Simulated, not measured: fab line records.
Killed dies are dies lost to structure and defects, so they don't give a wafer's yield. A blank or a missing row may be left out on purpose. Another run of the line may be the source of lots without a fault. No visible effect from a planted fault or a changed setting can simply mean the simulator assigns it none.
Matching of chambers ; flow n5Finfet ; N5_HKMG_FIN_ETCH_67 on rieDiel-01 has 4 sister chambers
The step etches SOC in N2/H2, stops on TiN, target depth 388.9 nm. 8 wafers are shown with their chamber, then 10 later ones without.

== EACH WAFER AND ITS CHAMBER ==
wafer;chamber;drypumpMotorCurrentA (A);throttleValvePct (%)
L080.4;1;6.3;17.83
L083.5;1;6.3;17.84
L083.6;0;4.8;18.16
L088.1;2;5.7;17.65
L088.2;3;6.1;17.39
L088.3;0;4.9;18.17
L089.1;2;5.8;17.69
L089.3;3;6.1;17.41

== WAFERS WITH NO CHAMBER GIVEN ==
wafer;drypumpMotorCurrentA (A);throttleValvePct (%)
L089.5;4.8;18.20
L092.2;4.9;18.20
L092.4;5.7;17.69
L092.6;6.3;17.43
L093.1;6.3;17.43
L093.2;4.9;18.20
L093.3;6.1;17.41
L093.4;5.8;17.69
L093.5;6.1;17.42
L093.6;4.9;18.20

== WHICH CHAMBER EACH ONE RAN IN ==
wafer;from the rows above;in truth
L089.5;0;0
L092.2;0;0
L092.4;2;2
L092.6;3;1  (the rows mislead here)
L093.1;3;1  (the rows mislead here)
L093.2;0;0
L093.3;3;3
L093.4;2;2
L093.5;3;3
L093.6;0;0
Placed correctly: 8 of 10. Can't be placed from these rows: 0. Wrongly placed: 2.
How it was worked out, from the rows above alone: a wafer's distance from a chamber is the root of the sum, over the readings, of the square of ((its reading less the chamber's mean) divided by the reading's scatter). If the next closest chamber is less than 2 further off than the closest, the wafer can't be placed; otherwise it belongs to the closest. The mean given for a chamber averages the wafers shown for that chamber. The scatter: the root of (the sum of the squares of (reading less its chamber's mean) over the shown wafers, divided by (wafers less chambers)).
